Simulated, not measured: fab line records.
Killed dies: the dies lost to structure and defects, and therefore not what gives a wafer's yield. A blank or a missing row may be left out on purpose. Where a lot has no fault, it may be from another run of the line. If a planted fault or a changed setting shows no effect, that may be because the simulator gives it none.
fab line records	flow nand-harc
[record] lots = 6	wafers = 18	last-day = 33
route steps=1302 shown A_M0@1147 A_M1@1169 END@1302
lots that met no fault: from a run of the same line without faults
start-h: the number of hours between the record's first day and the start of the first shown wafer of the lot	wait-h: hours from the lot's prior step to this one	" same as the row above	L1.1+2: several wafers, shown together as one row	- no value, or no start given	* or withheld: withheld	< > ~ a bound
route shown NAME@n: a module of which the file shows steps, and the number in the route of the first	usual: average and standard deviation across the fault-free wafers	same: alike in all rows	chamber/n: place in a boat	sites: the reading at each site	_std_site: the standard deviation of these	_edge_site: mean of outer sites minus mean of inner sites	radius-mm: for every site, how far away it sits from the centre of the wafer	mask NAME#n: copy n	behind: the tool/chamber that last shaped the wafer	hold: what put the lot on hold/how long, in hours/how the hold closed	device: the transistor (n, p or np) that didn't switch	end of line: the tests these same wafers got at the end of their route	a step without rows: its recipe alone	killed: dies lost to structure and defects at the first sort, not the wafer's yield	map: shows each die of a wafer: x if killed, . if not, _ if none is there
set.NAME: the setting as run; set.NAME@STEP: as run at that earlier step	model.NAME: the simulator's own value behind a step, which no gauge read
certain route steps with their lots: each step a table, each wafer a row
services: from which hour (start-h, from the record's first day; less than 0 if before it) a tool's chamber was out of use, for how many hours, and why
[[steps]]
[step NHARC_A_M0_CD_MEAS_09]
[recipe] target-cd-nm = 80	landing-energy-ev = 500
[usual] cd-nm = 80.4/0.84
lot.wafer	tool	chamber	start-h	wait-h	cd-nm
L333.4	cd-sem-01	0	637.64	-	80.9
L333.5	"	0	"	"	81.3
L333.6	"	0	"	"	81.2
L335.1	cd-sem-01	0	642.18	-	79.4
L335.4	"	0	"	"	80.0
L335.6	"	0	"	"	81.0
L341.2	cd-sem-03	0	708.67	-	80.0
L341.5	"	0	"	"	80.1
L341.6	"	0	"	"	81.1
L342.1	cd-sem-02	0	717.94	-	79.7
L342.3	"	0	"	"	78.8
L342.6	"	0	"	"	79.2
L344.2	cd-sem-01	0	740.35	-	80.0
L344.4	"	0	"	"	80.0
L344.6	"	0	"	"	80.9
L343.2	cd-sem-02	0	745.85	-	80.6
L343.5	"	0	"	"	81.4
L343.6	"	0	"	"	81.9
[step NHARC_A_M0_OVL_MEAS_10]
[recipe] pitch-nm = 160
[usual] overlay-x-nm = 0.2/0.81	overlay-y-nm = -0.1/1
lot.wafer	tool	chamber	start-h	wait-h	overlay-x-nm	overlay-y-nm
L333.4	overlay-02	-	637.72	-	0.9	0.9
L333.5	"	-	"	"	1.7	0.8
L333.6	"	-	"	"	1.1	1.5
L335.1	overlay-01	-	642.27	-	1.1	0.5
L335.4	"	-	"	"	1.7	0.5
L335.6	"	-	"	"	0.9	0.5
L341.2	overlay-01	-	708.76	-	-0.4	-2.0
L341.5	"	-	"	"	-0.1	-2.1
L341.6	"	-	"	"	-0.1	-2.4
L342.1	overlay-02	-	718.02	-	0.0	0.4
L342.3	"	-	"	"	0.6	0.5
L342.6	"	-	"	"	-0.2	0.2
L344.2	overlay-01	-	740.44	-	1.3	1.0
L344.4	"	-	"	"	0.9	0.9
L344.6	"	-	"	"	1.3	1.2
L343.2	overlay-01	-	745.94	-	0.5	-1.1
L343.5	"	-	"	"	0.2	-1.0
L343.6	"	-	"	"	0.3	-1.2
[step NHARC_A_M0_INSPECT_11]
[usual] raw-defect-count = 80/43
lot.wafer	tool	chamber	start-h	wait-h	raw-defect-count
L333.4	defect-inspect-01	-	637.76	0.0	135
L333.5	"	-	"	"	133
L333.6	"	-	"	"	126
L335.1	defect-inspect-02	-	642.31	0.0	61
L335.4	"	-	"	"	86
L335.6	"	-	"	"	67
L341.2	defect-inspect-02	-	708.80	0.0	83
L341.5	"	-	"	"	78
L341.6	"	-	"	"	82
L342.1	defect-inspect-02	-	718.06	0.0	76
L342.3	"	-	"	"	78
L342.6	"	-	"	"	67
L344.2	defect-inspect-01	-	740.48	0.0	77
L344.4	"	-	"	"	92
L344.6	"	-	"	"	99
L343.2	defect-inspect-01	-	745.98	0.0	70
L343.5	"	-	"	"	76
L343.6	"	-	"	"	74
[step NHARC_A_M0_DESCUM_14]
[recipe] time-s = 3	o2-flow-sccm = 200	ar-flow-sccm = 0	bias-power-w = 0	chemistry = O2
[step NHARC_A_M0_ETCH_34]
[recipe] target-depth-a = 400	overetch-a = 120	time-s = 43.94	ion-energy-ev = 200	n2-flow-sccm = 150	h2-flow-sccm = 150	ar-flow-sccm = 0	rf-w = 400	bias-w = 150	chemistry = N2/H2
[step NHARC_A_M0_ETCH_15]
[recipe] target-depth-a = 1500	overetch-a = 150	time-s = 82.5	c4f8-flow-sccm = withheld	ar-flow-sccm = 400	rf-w = 600	bias-w = 300	chemistry = C4F8/Ar
[step NHARC_A_M0_CD_MEAS_16]
[usual] cd-nm = 80.5/1.1
lot.wafer	tool	chamber	start-h	wait-h	cd-nm
L333.4	cd-sem-02	-	638.13	-	79.8
L333.5	"	-	"	"	80.2
L333.6	"	-	"	"	81.4
L335.1	cd-sem-03	-	642.67	-	78.9
L335.4	"	-	"	"	78.8
L335.6	"	-	"	"	80.0
L341.2	cd-sem-01	-	709.16	-	79.4
L341.5	"	-	"	"	81.2
L341.6	"	-	"	"	82.4
L342.1	cd-sem-03	-	718.42	-	78.7
L342.3	"	-	"	"	78.6
L342.6	"	-	"	"	78.7
L344.2	cd-sem-03	-	740.84	-	80.8
L344.4	"	-	"	"	81.3
L344.6	"	-	"	"	81.6
L343.2	cd-sem-01	-	746.34	-	80.2
L343.5	"	-	"	"	81.5
L343.6	"	-	"	"	82.3
[step NHARC_A_M0_STRIP_18]
[recipe] power-w = 1000	n2-flow-sccm = 150	h2-flow-sccm = 150	ar-flow-sccm = 0	bias-w = 0	chemistry = N2/H2
[usual] drypump-motor-current-A = 5.8/0.49	mfc-ar-sccm = 0.006/0.012	oes-product-au = 1.001/0.011	rf-fwd-power-W = 997.7/2.8	rf-vpp-V = 90.8/0.99	showerhead-plenum-p-Torr = 2.07/0.096	throttle-valve-pct = 14.171/0.0091
lot.wafer	tool	chamber	start-h	wait-h	drypump-motor-current-A	mfc-ar-sccm	oes-product-au	rf-fwd-power-W	rf-hours-counter-h	rf-vpp-V	showerhead-plenum-p-Torr	throttle-valve-pct
L333.4	rie-diel-11	3	638.19	0.1	5.5	0	0.996	999.1	1.9	89.8	1.97	14.184
L333.5	"	3	"	"	5.5	0	0.990	1001.8	-	91.3	1.97	14.170
L333.6	"	0	"	"	5.8	0	1.006	998.0	-	91.2	1.96	14.172
L335.4	rie-diel-09	1	642.74	0.1	6.2	0.043	1.005	997.3	5.8	90.7	2.04	14.168
L335.1	"	2	"	"	5.3	0.009	1.000	997.0	6.9	88.9	1.92	14.169
L335.6	"	2	"	"	5.2	0.009	0.985	1000.1	-	90.9	1.92	14.150
L341.2	rie-diel-06	3	709.23	0.1	5.6	0.002	0.988	996.9	2.7	91.4	2.17	14.173
L341.6	"	3	"	"	5.6	0.002	0.987	1000.0	-	90.7	2.17	14.168
L341.5	"	0	"	"	5.1	0	1.009	997.9	-	91.2	2.11	14.171
L342.3	rie-diel-11	3	718.52	0.1	5.5	0	0.994	996.7	5.0	90.3	1.96	14.164
L342.1	"	0	"	"	5.8	0	0.991	996.0	5.2	89.5	1.96	14.178
L342.6	"	2	"	"	5.1	0.006	0.993	1000.2	-	92.2	2.19	14.169
L344.2	rie-diel-06	0	740.93	0.1	5.0	0	1.005	998.0	3.8	90.4	2.11	14.178
L344.4	"	1	"	"	6.1	0.028	0.994	995.6	5.0	91.1	2.17	14.175
L344.6	"	1	"	"	6.1	0.028	0.994	997.7	-	91.0	2.17	14.183
L343.2	rie-diel-09	2	746.46	0.1	5.2	0.009	1.002	996.7	2.8	90.6	1.92	14.171
L343.6	"	0	"	"	6.5	0	0.985	997.4	-	92.3	2.17	14.174
L343.5	"	1	"	"	6.3	0.043	0.993	991.9	-	89.8	2.03	14.160
[step NHARC_A_M0_STRIP_19]
[recipe] time-s = 600	temp-c = 30	chemistry = post-etch-residue-remover
[step NHARC_A_M0_DEGAS_28]
[recipe] temp-c = 250	time-s = 60
[usual] heater-power-w = 321/28
lot.wafer	tool	chamber	start-h	wait-h	heater-power-w
L333.4	pvd-sputter-03	-	638.74	-	318
L333.6	"	-	"	"	291
L333.5	"	-	"	"	321
L335.4	pvd-sputter-03	-	643.29	-	307
L335.1	"	-	"	"	316
L335.6	"	-	"	"	281
L341.2	pvd-sputter-02	-	709.77	-	349
L341.5	"	-	"	"	339
L341.6	"	-	"	"	301
L342.3	pvd-sputter-01	-	719.04	-	288
L342.1	"	-	"	"	374
L342.6	"	-	"	"	315
L344.4	pvd-sputter-02	-	741.49	-	366
L344.2	"	-	"	"	349
L344.6	"	-	"	"	298
L343.2	pvd-sputter-03	-	746.95	-	304
L343.6	"	-	"	"	307
L343.5	"	-	"	"	281
[step NHARC_A_M0_PRE_CLEAN_29]
[recipe] time-s = 30	temp-c = 280	gas = H2/He
[usual] heater-power-w = 395/34
lot.wafer	tool	chamber	start-h	wait-h	heater-power-w
L333.4	pvd-sputter-03	-	-	-	401
L333.6	"	-	"	"	354
L333.5	"	-	"	"	395
L335.1	pvd-sputter-03	-	-	-	385
L335.4	"	-	"	"	357
L335.6	"	-	"	"	392
L341.2	pvd-sputter-02	-	-	-	413
L341.5	"	-	"	"	441
L341.6	"	-	"	"	362
L342.1	pvd-sputter-01	-	-	-	445
L342.3	"	-	"	"	449
L342.6	"	-	"	"	367
L344.4	pvd-sputter-02	-	-	-	360
L344.2	"	-	"	"	424
L344.6	"	-	"	"	364
L343.2	pvd-sputter-03	-	-	-	375
L343.5	"	-	"	"	341
L343.6	"	-	"	"	389
[step NHARC_A_M0_PVD_20]
[recipe] target-thk-a = 50	bias-v = 168.6	power-w = 15000	chamber-pressure-pa = 0.12	time-s = 8.06	substrate-temp-c = 50	material = TaN
[step NHARC_A_M0_PVD_21]
[recipe] target-thk-a = 300	chamber-pressure-pa = 5	power-w = 5000	substrate-temp-c = 30	time-s = 20.49	material = Cu
[usual] throttle-valve-pct = 29.4/0.99
lot.wafer	tool	chamber	start-h	wait-h	throttle-valve-pct
L333.4	pvd-sputter-03	-	638.96	-	28.6
L333.6	"	-	"	"	28.3
L333.5	"	-	"	"	29.3
L335.4	pvd-sputter-03	-	643.53	-	30.6
L335.1	"	-	"	"	29.5
L335.6	"	-	"	"	30.8
L341.2	pvd-sputter-02	-	710.02	-	29.7
L341.5	"	-	"	"	30.7
L341.6	"	-	"	"	29.1
L342.1	pvd-sputter-01	-	719.28	-	29.7
L342.3	"	-	"	"	29.3
L342.6	"	-	"	"	27.9
L344.2	pvd-sputter-02	-	741.71	-	30.7
L344.4	"	-	"	"	29.0
L344.6	"	-	"	"	30.3
L343.2	pvd-sputter-03	-	747.21	-	30.5
L343.5	"	-	"	"	29.3
L343.6	"	-	"	"	30.1
[step NHARC_A_M0_ECD_22]
[recipe] target-thk-a = 4000	bath-temp-c = 25	material = Cu
[step NHARC_A_M0_ANNEAL_30]
[recipe] temp-c = 225	time-s = 90
[step NHARC_A_M0_CMP_23]
[recipe] t-overpolish-s = 20	target-thk-nm = 113.75
[step NHARC_A_M0_SRD_25]
[step NHARC_A_M0_INSPECT_27]
[usual] raw-defect-count = 522/150
lot.wafer	tool	chamber	start-h	wait-h	raw-defect-count
L333.4	defect-inspect-02	-	640.29	0.0	485
L333.5	"	-	"	"	491
L333.6	"	-	"	"	610
L335.1	defect-inspect-02	-	644.84	0.0	410
L335.4	"	-	"	"	414
L335.6	"	-	"	"	296
L341.2	defect-inspect-01	-	711.32	0.0	942
L341.5	"	-	"	"	535
L341.6	"	-	"	"	554
L342.1	defect-inspect-02	-	720.61	0.0	418
L342.3	"	-	"	"	432
L342.6	"	-	"	"	370
L344.2	defect-inspect-02	-	743.05	0.0	440
L344.4	"	-	"	"	631
L344.6	"	-	"	"	795
L343.2	defect-inspect-01	-	748.72	0.0	489
L343.5	"	-	"	"	483
L343.6	"	-	"	"	471
[step NHARC_A_M0_PRE_CLEAN_31]
[recipe] time-s = 12	temp-c = 370	rf-power-w = 300	gas = NH3
[usual] heater-power-w = 671/67	rf-fwd-power-W = 292.6/0.9
lot.wafer	tool	chamber	start-h	wait-h	heater-power-w	rf-fwd-power-W
L333.5	pecvd-03	2	640.39	0.1	655	292.3
L333.4	"	0	"	"	728	294.2
L333.6	"	1	"	"	612	291.8
L335.1	pecvd-02	0	644.92	0.1	754	292.4
L335.6	"	2	"	"	739	291.4
L335.4	"	0	"	"	743	291.0
L341.2	pecvd-03	1	711.39	0.1	558	293.0
L341.5	"	1	"	"	563	293.2
L341.6	"	2	"	"	661	292.7
L342.1	pecvd-02	0	720.70	0.1	731	293.7
L342.3	"	0	"	"	729	292.5
L342.6	"	0	"	"	734	293.4
L344.2	pecvd-02	2	743.14	0.1	677	292.0
L344.4	"	0	"	"	726	292.1
L344.6	"	2	"	"	673	291.7
L343.2	pecvd-02	1	748.78	0.1	652	291.8
L343.6	"	1	"	"	638	291.7
L343.5	"	0	"	"	666	292.3
[step NHARC_A_M0_DEP_32]
[recipe] target-thk-a = 300	temp-c = 370	target-thk-nm = 30	pressure-torr = 3	flow-sccm = 200	rf-w = 450	material = SiCN
[step NHARC_A_M1_DEP_00]
[recipe] target-thk-a = 1825	target-thk-nm = 182.5	temp-c = withheld	pressure-torr = 5	flow-sccm = 200	rf-w = 600	material = SiOC
[step NHARC_A_M1_DEHYDRATE_01]
[recipe] temp-c = 150	time-s = 120
[step NHARC_A_M1_HMDS_02]
[recipe] time-s = 30
[step NHARC_A_M1_COAT_34]
[recipe] temp-c = 200	time-s = 65
[step NHARC_A_M1_COAT_03]
[recipe] spin-rpm = 1500	resist-thk-nm = 90
[step NHARC_A_M1_SOFTBAKE_04]
[recipe] temp-c = 105	time-s = 55
[step NHARC_A_M1_EBR_05]
[step NHARC_A_M1_EXPOSE_06]
[recipe] na = 1.35	target-cd-nm = 120	dose-mj = 75.13	mask-id = A_M1
[step NHARC_A_M1_PEB_07]
[recipe] peb-temp-c = 100	peb-time-s = 65
[step NHARC_A_M1_DEVELOP_08]
[recipe] develop-time-s = 35	dev-temp-c = 23
[step NHARC_A_M1_CD_MEAS_09]
[recipe] target-cd-nm = 120	landing-energy-ev = 500
[usual] cd-nm = 120.3/0.5
lot.wafer	tool	chamber	start-h	wait-h	cd-nm
L333.4	cd-sem-01	0	641.56	-	119.7
L333.6	"	0	"	"	119.3
L335.4	cd-sem-02	0	646.11	-	119.8
L335.6	"	0	"	"	121.2
L341.2	cd-sem-01	0	712.70	-	119.9
L341.5	"	0	"	"	120.2
L341.6	"	0	"	"	119.5
L342.1	cd-sem-02	0	722.17	-	119.5
L342.3	"	0	"	"	119.8
L342.6	"	0	"	"	119.9
L344.2	cd-sem-01	0	744.43	-	120.9
L344.4	"	0	"	"	119.0
L344.6	"	0	"	"	120.3
L343.2	cd-sem-01	0	750.12	-	120.0
L343.5	"	0	"	"	120.8
L343.6	"	0	"	"	120.3
[step NHARC_A_M1_OVL_MEAS_10]
[recipe] pitch-nm = 240
[usual] overlay-x-nm = 0.2/0.89	overlay-y-nm = 0.4/0.83
lot.wafer	tool	chamber	start-h	wait-h	overlay-x-nm	overlay-y-nm
L333.4	overlay-02	-	641.64	-	-0.7	0.4
L333.6	"	-	"	"	-0.7	-0.3
L335.4	overlay-02	-	646.20	-	-1.3	1.6
L335.6	"	-	"	"	-0.8	1.7
L341.2	overlay-02	-	712.78	-	1.5	-1.0
L341.5	"	-	"	"	0.8	-0.7
L341.6	"	-	"	"	0.7	-1.3
L342.1	overlay-02	-	722.26	-	-1.2	0.6
L342.3	"	-	"	"	-1.5	1.2
L342.6	"	-	"	"	-1.6	1.0
L344.2	overlay-01	-	744.52	-	0.8	0.8
L344.4	"	-	"	"	0.8	0.3
L344.6	"	-	"	"	0.7	0.4
L343.2	overlay-02	-	750.20	-	1.2	-0.1
L343.5	"	-	"	"	1.0	0.3
L343.6	"	-	"	"	1.1	-0.2
[step NHARC_A_M1_INSPECT_11]
[usual] raw-defect-count = 79/42
lot.wafer	tool	chamber	start-h	wait-h	raw-defect-count
L333.4	defect-inspect-01	-	641.68	0.0	130
L333.6	"	-	"	"	124
L335.4	defect-inspect-01	-	646.23	0.0	82
L335.6	"	-	"	"	70
L341.2	defect-inspect-01	-	712.82	0.0	83
L341.5	"	-	"	"	80
L341.6	"	-	"	"	78
L342.1	defect-inspect-01	-	722.29	0.0	74
L342.3	"	-	"	"	81
L342.6	"	-	"	"	71
L344.2	defect-inspect-02	-	744.56	0.0	78
L344.4	"	-	"	"	89
L344.6	"	-	"	"	99
L343.2	defect-inspect-01	-	750.24	0.0	76
L343.5	"	-	"	"	71
L343.6	"	-	"	"	73
[step NHARC_A_M1_DESCUM_14]
[recipe] time-s = 3	o2-flow-sccm = 200	ar-flow-sccm = 0	bias-power-w = 0	chemistry = O2
[usual] drypump-motor-current-A = 5.8/0.32	mfc-ar-sccm = 0.012/0.013	oes-product-au = 0.999/0.0096	rf-vpp-V = 58.0/0.9	showerhead-plenum-p-Torr = 1.97/0.064	throttle-valve-pct = 11.311/0.0088
lot.wafer	tool	chamber	start-h	wait-h	drypump-motor-current-A	mfc-ar-sccm	oes-product-au	rf-hours-counter-h	rf-vpp-V	showerhead-plenum-p-Torr	throttle-valve-pct
L333.4	rie-diel-07	2	641.75	0.1	6.5	0.038	1.011	7.0	57.0	1.85	11.304
L333.6	"	0	"	"	5.5	0.033	0.996	-	58.2	1.99	11.309
L335.4	rie-diel-02	1	646.32	0.1	5.8	0.018	1.003	1.9	57.6	1.99	11.307
L335.6	"	3	"	"	5.8	0	0.995	-	58.8	2.02	11.303
L341.2	rie-diel-07	1	712.88	0.1	5.1	0.021	0.995	3.4	57.8	2.04	11.330
L341.5	"	1	"	"	5.1	0.021	1.003	-	58.8	2.04	11.303
L341.6	"	2	"	"	6.5	0.038	0.986	-	56.7	1.84	11.309
L342.3	rie-diel-02	0	722.36	0.1	5.6	0	1.004	4.3	56.5	1.91	11.309
L342.1	"	1	"	"	5.8	0.018	1.003	4.1	58.1	1.99	11.314
L342.6	"	0	"	"	5.6	0	0.990	-	58.1	1.91	11.303
L344.4	rie-diel-07	1	744.62	0.1	5.1	0.021	0.986	4.6	59.3	2.04	11.288
L344.2	"	2	"	"	6.5	0.038	0.992	4.5	57.1	1.84	11.316
L344.6	"	1	"	"	5.2	0.021	0.986	-	58.1	2.04	11.296
L343.2	rie-diel-07	1	750.32	0.1	5.2	0.021	0.998	4.8	58.2	2.04	11.316
L343.6	"	2	"	"	6.5	0.038	1.000	-	57.6	1.84	11.317
L343.5	"	3	"	"	6.0	0	1.006	-	58.3	1.93	11.324
[step NHARC_A_M1_ETCH_35]
[recipe] target-depth-a = 400	overetch-a = 120	time-s = 43.94	ion-energy-ev = 200	n2-flow-sccm = 150	h2-flow-sccm = 150	ar-flow-sccm = 0	rf-w = 400	bias-w = 150	chemistry = N2/H2
[step NHARC_A_M1_ETCH_15]
[recipe] target-depth-a = 1825	time-s = 91.2	c4f8-flow-sccm = withheld	ar-flow-sccm = 400	rf-w = 600	bias-w = 300	chemistry = C4F8/Ar
[step NHARC_A_M1_CD_MEAS_16]
[usual] cd-nm = 120.3/0.79
lot.wafer	tool	chamber	start-h	wait-h	cd-nm
L333.4	cd-sem-01	-	642.05	-	119.9
L333.6	"	-	"	"	119.3
L335.4	cd-sem-01	-	646.61	-	121.0
L335.6	"	-	"	"	120.5
L341.2	cd-sem-01	-	713.19	-	120.2
L341.5	"	-	"	"	120.5
L341.6	"	-	"	"	119.2
L342.1	cd-sem-02	-	722.66	-	120.1
L342.3	"	-	"	"	119.9
L342.6	"	-	"	"	120.1
L344.2	cd-sem-03	-	744.92	-	120.8
L344.4	"	-	"	"	117.9
L344.6	"	-	"	"	120.5
L343.2	cd-sem-02	-	750.60	-	118.6
L343.5	"	-	"	"	120.8
L343.6	"	-	"	"	119.9
[step NHARC_A_M1_STRIP_18]
[recipe] power-w = 1000	n2-flow-sccm = 150	h2-flow-sccm = 150	ar-flow-sccm = 0	bias-w = 0	chemistry = N2/H2
[step NHARC_A_M1_ETCH_28]
[recipe] target-depth-a = 300	over-etch-frac = 0.3	time-s = 72.99	ion-energy-ev = 150	cf4-flow-sccm = 50	n2-flow-sccm = 100	ar-flow-sccm = 150	rf-w = 300	bias-w = 100	chemistry = CF4/N2
[step NHARC_A_M1_STRIP_19]
[recipe] time-s = 600	temp-c = 30	chemistry = post-etch-residue-remover
[step NHARC_END_SORT_01]
[recipe] temp-c = 25
[usual] defect-limited-yield = 92.0/2.8	killed-at-array = 49/19	killed-at-other = 0.9/1.1	killed-at-periphery = 4.0/2.7	killed-dies = 54/19	killed-open = 3.3/1.8	killed-short = 2.6/1.6	sort_bin_2_pct = 2.9/1.2	sort_bin_3_pct = 0.5/0.36	sort_bin_4_pct = 4.6/1.5	sort-n-pass = 623/19	sort-rim-yield-pct = 91/4.7	sort-yield-pct = 92.0/2.8
[same] gross-dies = 677	sort_bin_5_pct[%] = 0	sort_bin_6_pct[%] = 0	sort_bin_7_pct[%] = 0	sort_bin_8_pct[%] = 0	sort-rim-n-gross = 106.00
lot.wafer	tool	chamber	start-h	wait-h	defect-limited-yield[%]	killed-at-array	killed-at-other	killed-at-periphery	killed-dies	killed-open	killed-short	sort_bin_2_pct[%]	sort_bin_3_pct[%]	sort_bin_4_pct[%]	sort-n-pass	sort-rim-yield-pct[%]	sort-yield-pct[%]
L335.1	prober-02	0	685.57	2.5	0	674	3	0	677	1	2	96.6	0.6	2.8	0	0	0
L333.4	prober-01	0	688.00	3.4	84.6	97	3	4	104	5	5	6.6	0.7	8.0	573	90	84.6
L333.5	prober-01	0	688.80	3.7	0	670	6	1	677	4	2	92.6	0.6	6.8	0	0	0
L333.6	prober-01	0	689.61	4.0	88.6	77	0	0	77	3	5	3.7	0.6	7.1	600	88	88.6
L342.1	prober-01	0	761.54	2.5	90.8	57	1	4	62	3	5	2.1	0.6	6.5	615	90	90.8
L342.3	prober-01	0	763.11	3.1	92.0	50	1	3	54	3	1	2.4	0.3	5.3	623	86	92.0
L342.6	prober-01	0	765.46	3.9	92.6	49	0	1	50	0	0	3.0	0.3	4.1	627	96	92.6
// killed by level:class
L335.1 A_M0:area-pvd=640 A_CHANNEL_HOLE_D1:chamber-film-flake=19 A_WL_FILL:chamber-film-flake=4 A_STAIRCASE:chamber-film-flake=3 A_DECK1_JOINT:chamber-film-flake=2 A_CONTACT:chamber-film-flake=2 THIN_TSV:chamber-film-flake=2 A_ONON_D1:geometric-particle:short=1
L333.4 A_CHANNEL_HOLE_D1:chamber-film-flake=29 A_SLIT:chamber-film-flake=24 A_CHANNEL_HOLE_D2:chamber-film-flake=12 A_STAIRCASE:chamber-film-flake=9 A_CONTACT:chamber-film-flake=5 P_ZERO_WELL:chamber-film-flake=3 A_CHANNEL_FILL_D2:chamber-film-flake=3 THIN_TSV:chamber-film-flake=3
L333.5 A_M0:area-pvd=598 A_CHANNEL_HOLE_D1:chamber-film-flake=31 A_SLIT:chamber-film-flake=13 A_CHANNEL_HOLE_D2:chamber-film-flake=10 A_CONTACT:chamber-film-flake=7 THIN_TSV:chamber-film-flake=5 A_STAIRCASE:chamber-film-flake=3 A_CHANNEL_FILL_D1:chamber-film-flake=2
L333.6 A_SLIT:chamber-film-flake=28 A_CHANNEL_HOLE_D1:chamber-film-flake=17 A_CHANNEL_HOLE_D2:chamber-film-flake=15 A_CONTACT:chamber-film-flake=4 A_CHANNEL_FILL_D1:geometric-particle:short=2 A_SOURCE_PLATE:geometric-particle:open=1 A_ONON_D1:geometric-particle:short=1 A_ONON_D1:geometric-particle:open=1
L342.1 A_CHANNEL_HOLE_D2:chamber-film-flake=21 A_CHANNEL_HOLE_D1:chamber-film-flake=12 A_STAIRCASE:chamber-film-flake=7 A_SLIT:chamber-film-flake=7 A_CONTACT:chamber-film-flake=3 P_GATE:geometric-particle:short=1 P_CONTACT:geometric-particle:short=1 P_M0:geometric-particle:open=1
L342.3 A_CHANNEL_HOLE_D1:chamber-film-flake=17 A_CHANNEL_HOLE_D2:chamber-film-flake=14 A_SLIT:chamber-film-flake=7 A_STAIRCASE:chamber-film-flake=6 A_CONTACT:chamber-film-flake=4 P_CONTACT:geometric-particle:open=1 P_M0:geometric-particle:open=1 A_WL_FILL:geometric-particle:open=1
L342.6 A_CHANNEL_HOLE_D2:chamber-film-flake=20 A_STAIRCASE:chamber-film-flake=11 A_CHANNEL_HOLE_D1:chamber-film-flake=7 A_SLIT:chamber-film-flake=6 A_SGD_CUT:chamber-film-flake=2 P_STI:chamber-film-flake=1 A_BLC:chamber-film-flake=1 A_CHANNEL_FILL_D2:chamber-film-flake=1
// map L333.5 (x killed, . not)
____________x____________
_________xxxxxxx_________
_______xxxxxxxxxxx_______
______xxxxxxxxxxxxx______
_____xxxxxxxxxxxxxxx_____
____xxxxxxxxxxxxxxxxx____
____xxxxxxxxxxxxxxxxx____
___xxxxxxxxxxxxxxxxxxx___
___xxxxxxxxxxxxxxxxxxx___
__xxxxxxxxxxxxxxxxxxxxx__
__xxxxxxxxxxxxxxxxxxxxx__
_xxxxxxxxxxxxxxxxxxxxxxx_
_xxxxxxxxxxxxxxxxxxxxxxx_
_xxxxxxxxxxxxxxxxxxxxxxx_
_xxxxxxxxxxxxxxxxxxxxxxx_
_xxxxxxxxxxxxxxxxxxxxxxx_
xxxxxxxxxxxxxxxxxxxxxxxxx
xxxxxxxxxxxxxxxxxxxxxxxxx
xxxxxxxxxxxxxxxxxxxxxxxxx
xxxxxxxxxxxxxxxxxxxxxxxxx
xxxxxxxxxxxxxxxxxxxxxxxxx
_xxxxxxxxxxxxxxxxxxxxxxx_
_xxxxxxxxxxxxxxxxxxxxxxx_
_xxxxxxxxxxxxxxxxxxxxxxx_
_xxxxxxxxxxxxxxxxxxxxxxx_
_xxxxxxxxxxxxxxxxxxxxxxx_
__xxxxxxxxxxxxxxxxxxxxx__
__xxxxxxxxxxxxxxxxxxxxx__
___xxxxxxxxxxxxxxxxxxx___
___xxxxxxxxxxxxxxxxxxx___
____xxxxxxxxxxxxxxxxx____
____xxxxxxxxxxxxxxxxx____
_____xxxxxxxxxxxxxxx_____
______xxxxxxxxxxxxx______
_______xxxxxxxxxxx_______
_________xxxxxxx_________
____________x____________
// map L335.1 (x killed, . not)
____________x____________
_________xxxxxxx_________
_______xxxxxxxxxxx_______
______xxxxxxxxxxxxx______
_____xxxxxxxxxxxxxxx_____
____xxxxxxxxxxxxxxxxx____
____xxxxxxxxxxxxxxxxx____
___xxxxxxxxxxxxxxxxxxx___
___xxxxxxxxxxxxxxxxxxx___
__xxxxxxxxxxxxxxxxxxxxx__
__xxxxxxxxxxxxxxxxxxxxx__
_xxxxxxxxxxxxxxxxxxxxxxx_
_xxxxxxxxxxxxxxxxxxxxxxx_
_xxxxxxxxxxxxxxxxxxxxxxx_
_xxxxxxxxxxxxxxxxxxxxxxx_
_xxxxxxxxxxxxxxxxxxxxxxx_
xxxxxxxxxxxxxxxxxxxxxxxxx
xxxxxxxxxxxxxxxxxxxxxxxxx
xxxxxxxxxxxxxxxxxxxxxxxxx
xxxxxxxxxxxxxxxxxxxxxxxxx
xxxxxxxxxxxxxxxxxxxxxxxxx
_xxxxxxxxxxxxxxxxxxxxxxx_
_xxxxxxxxxxxxxxxxxxxxxxx_
_xxxxxxxxxxxxxxxxxxxxxxx_
_xxxxxxxxxxxxxxxxxxxxxxx_
_xxxxxxxxxxxxxxxxxxxxxxx_
__xxxxxxxxxxxxxxxxxxxxx__
__xxxxxxxxxxxxxxxxxxxxx__
___xxxxxxxxxxxxxxxxxxx___
___xxxxxxxxxxxxxxxxxxx___
____xxxxxxxxxxxxxxxxx____
____xxxxxxxxxxxxxxxxx____
_____xxxxxxxxxxxxxxx_____
______xxxxxxxxxxxxx______
_______xxxxxxxxxxx_______
_________xxxxxxx_________
____________x____________
[[services]]
tool	chamber	start-h	hours	kind
rie-diel-06	0	614.78	5.8	repair
rie-diel-11	1	621.25	5.6	repair
rie-diel-07	0	627.27	-	clean
rie-diel-07	1	627.27	-	clean
rie-diel-07	2	627.27	-	clean
rie-diel-07	3	627.27	-	clean
rie-diel-06	0	636.80	7.5	repair
pvd-sputter-02	-	638.12	10.0	pm
rie-diel-07	3	645.54	2.3	repair
rie-diel-07	-	648.20	9.0	pm
rie-diel-07	0	648.20	9.0	vent-cycle
rie-diel-07	1	648.20	9.0	vent-cycle
rie-diel-07	2	648.20	9.0	vent-cycle
rie-diel-06	-	661.20	9.0	pm
rie-diel-09	-	674.10	9.0	pm
rie-diel-09	0	683.78	7.6	repair
rie-diel-07	1	696.20	7.4	repair
rie-diel-06	-	697.00	0.1	repair
pvd-sputter-03	-	704.02	10.0	pm
rie-diel-02	2	706.95	12.9	repair
pecvd-02	2	718.50	9.9	repair
pecvd-03	-	729.00	13.0	pm
rie-diel-02	-	747.70	9.0	pm
rie-diel-06	2	747.88	9.3	repair
[[key]]
[first-sign] step = NHARC_END_SORT_01	reading = sort_bin_2_pct	direction = up	sigmas = 74	usual = 2.9	struck = 94.6
[effect] step = NHARC_END_SORT_01	reading = killed-at-array	direction = up	sigmas = 33	usual = 49	struck = 672
[more-kills-born-at] NHARC_A_M0_PVD_21@pvd-sputter-03 = 1238
met-at NHARC_A_M0_PVD_21
struck-wafers L333.5,L335.1
later-rows-left-out L333.5,L335.1
[fault] kind = process-parameter-drift	tool = pvd-sputter-03	chamber = -	onset-h = 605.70	steps = NHARC_A_M0_PVD_21	channel = target-thk-a	offset = *	shape = step	end-h = 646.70	acts-in = *	stated = *	scope = struck-wafers-only
// later-rows-left-out: the simulator's readings of these wafers behind a module that went badly wrong aren't trusted and aren't shown, but for the sort
